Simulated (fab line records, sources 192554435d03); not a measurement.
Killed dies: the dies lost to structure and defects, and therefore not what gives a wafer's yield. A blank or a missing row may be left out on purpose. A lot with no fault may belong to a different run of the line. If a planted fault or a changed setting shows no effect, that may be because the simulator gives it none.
8D (eight disciplines) problem report, filled in by code	flow n5-finfet	the parts of the form that need people (team, actions taken, sign-off) are left out

## 1. THE ISSUE
At N5_BEOL_M2_ETCH_74, etch-rf-on-time-s averages 3.70 s over 3 wafers from 3 lots, while fault-free wafers read 5.15 s, standard deviation 0.13. Measured from the usual mean, that is -11 standard deviations.
The step: etches underlayer in N2/H2, target depth 6.5 nm, time 5.2 s.
The first sign was on wafer L817.2 at day 9 23:25, on rie-diel-03. The record has a number at this step for 20 wafers belonging to 7 lots. The rule behind "out" and "out of limits": a value lying over 4 standard deviations away from the usual mean. The rest of the wafers with a number are treated as sound.

## 2. WHAT IT IS, WHAT IT ISN'T
question	is	is not
which readings at this step	etch-rf-on-time-s	drypump-motor-current-A, showerhead-plenum-p-Torr, throttle-valve-pct
which lots	L817, L820, L821	L806, L810, L822, L827
which wafers of those lots	L817.2, L820.1, L821.2	L817.5, L820.4, L820.5, L821.4, L821.5
read on which tools	rie-diel-03	rie-diel-04
when	from day 9 23:25	up to then (7 sound wafers); but 10 sound wafers of L820, L821, L822, L827 came after

## 3. WHAT RULES OUT EACH SUSPECT
Counting: a tool at a process step up to the reading stays a suspect if it ran every lot that is out. Sound lots after the first of them don't rule it out here, since some wafers of a struck lot are sound.
- rie-diel-03 at N5_BEOL_M2_DESCUM_16 (chemistry O2, time 7 s): kept. Every lot that is out went through it, the first being L817 (day 9 23:23); the last sound lot it ran before that was L806 (day 7 00:54).
- rie-diel-03 at N5_BEOL_M2_ETCH_74 (etches underlayer in N2/H2, target depth 6.5 nm, time 5.2 s): kept. Every lot that is out went through it, the first being L817 (day 9 23:25); the last sound lot it ran before that was L806 (day 7 00:56). Its own readings are out on those wafers: etch-rf-on-time-s.
Remaining after the count are rie-diel-03 at N5_BEOL_M2_DESCUM_16 and rie-diel-03 at N5_BEOL_M2_ETCH_74.

## 4. THE CAUSE (what the simulator had put in)
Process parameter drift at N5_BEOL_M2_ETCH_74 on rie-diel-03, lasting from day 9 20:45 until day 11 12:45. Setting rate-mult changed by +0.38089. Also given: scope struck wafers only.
After counting, 2 suspects remain, this tool included.

## 5. THE EFFECT CHAIN, in route order
Each row: a reading whose mean over the struck wafers that have a number lies more than 3 standard deviations from the usual. Only readings for which the record gives a usual standard deviation are gone through. hours: the time from each lot's start at the first step in this table that gives one to its start at this step, as a median over the lots. sigmas: the change in usual standard deviations.
hours	step	reading	usual	on struck wafers	change	sigmas
0	N5_BEOL_M2_ETCH_74	etch-rf-on-time-s	5.15 s	3.70	-1.45	-11
The process steps in it:
- N5_BEOL_M2_ETCH_74: etches underlayer in N2/H2, target depth 6.5 nm, time 5.2 s.
Later steps that measure or inspect, where all struck wafers having a row at the step show a number for every such reading and not one has moved that far: N5_BEOL_M4_RC_MEAS_101.

## 6. HOW IT WOULD HAVE BEEN CAUGHT EARLIER
The fault began at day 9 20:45; the first out-of-limits reading in this record came at day 9 23:25, 3 hours later.
